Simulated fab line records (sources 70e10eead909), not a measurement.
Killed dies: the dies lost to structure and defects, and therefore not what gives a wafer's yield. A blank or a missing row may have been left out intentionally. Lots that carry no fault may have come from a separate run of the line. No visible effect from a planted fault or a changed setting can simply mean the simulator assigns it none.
Problem report, 8D (eight disciplines) form, completed by code ; flow nand_harc ; the parts of the form that need people (team, actions taken, sign-off) are left out

== 1. THE ISSUE ==
Wafers without a fault read 157.3 nm, standard deviation 1.7; thk_nm at NHARC_P_M1_THK_MEAS_24 reads a mean of 112.0 nm on 3 wafers belonging to 2 lots. Measured from the usual mean, that is -27 standard deviations.
The step: measures by xrf.
Seen first at day 13 19:40 on film_metro-01, wafer L963.5. The record holds 42 wafers of 14 lots with a number at this step. The rule behind "out" and "out of limits": a value lying over 4 standard deviations away from the usual mean. Any other wafer with a number is counted as sound.

== 2. WHAT IT IS, AND WHAT IT ISN'T ==
question;is;is not
which readings at this step;thk_nm;-
which lots;L963, L965;L946, L947, L949, L950, L951, L952, L953, L954, L956, L958, L959, L968
which wafers of those lots;L963.5, L965.4, L965.5;L963.4, L963.6, L965.2
read on which gauges;film_metro-01, film_metro-02;-
when;from day 13 19:40;"up to then (35 sound wafers); but 4 sound wafers of L965, L968 came after"

== 3. WHAT RULES OUT EACH SUSPECT ==
Counting: any tool at a process step up to the reading remains a suspect provided it ran every lot that is out. Sound lots after the first of them don't rule it out here, since some wafers of a struck lot are sound.
- ruled out: the gauge at NHARC_P_M1_THK_MEAS_24. Those wafers that are out were read across 2 gauges (film_metro-01, film_metro-02).
- ecd_cu-01 at NHARC_P_M1_ECD_22 (material Cu, target thk 400 nm): kept. Every lot that is out went through it, the first being L963 (day 13 18:47); the last sound lot it ran before that was L958 (day 12 12:58).
Remaining after the count: ecd_cu-01 at NHARC_P_M1_ECD_22.

== 4. THE CAUSE (what the simulator had put in) ==
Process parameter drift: ecd_cu-01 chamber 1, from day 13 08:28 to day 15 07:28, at NHARC_P_M1_ECD_22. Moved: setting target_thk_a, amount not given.
Counting left only this tool.

== 5. THE CHAIN OF EFFECTS, in route order ==
Rows list readings where the struck wafers' mean (over those with a number) sits beyond 3 standard deviations from the usual. Only readings whose record carries a usual standard deviation are examined. hours: median over the lots of the time between each lot's start at the first step of this table that gives one and its start at this step. sigmas: the change, counted in usual standard deviations.
hours;step;reading;usual;on struck wafers;change;sigmas
0;NHARC_P_M1_CMP_23;time_to_endpoint_s;27 s;6;-21;-5.7
0;NHARC_P_M1_THK_MEAS_24;thk_nm;157.3 nm;112.0;-45.3;-27
Its process steps:
- NHARC_P_M1_CMP_23: polishes, t overpolish 20 s, target thk 157.82 nm.

== 6. WHAT WOULD HAVE CAUGHT IT SOONER ==
11 hours passed between the start of the fault at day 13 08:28 and the first reading out of limits at a measuring or inspecting step in this record, taken at day 13 19:40.
L965, from the lots that are out (2), started NHARC_P_M1_ECD_22 on ecd_cu-01 later than day 13 19:40. Had the tool been put on hold then, it would have been spared.
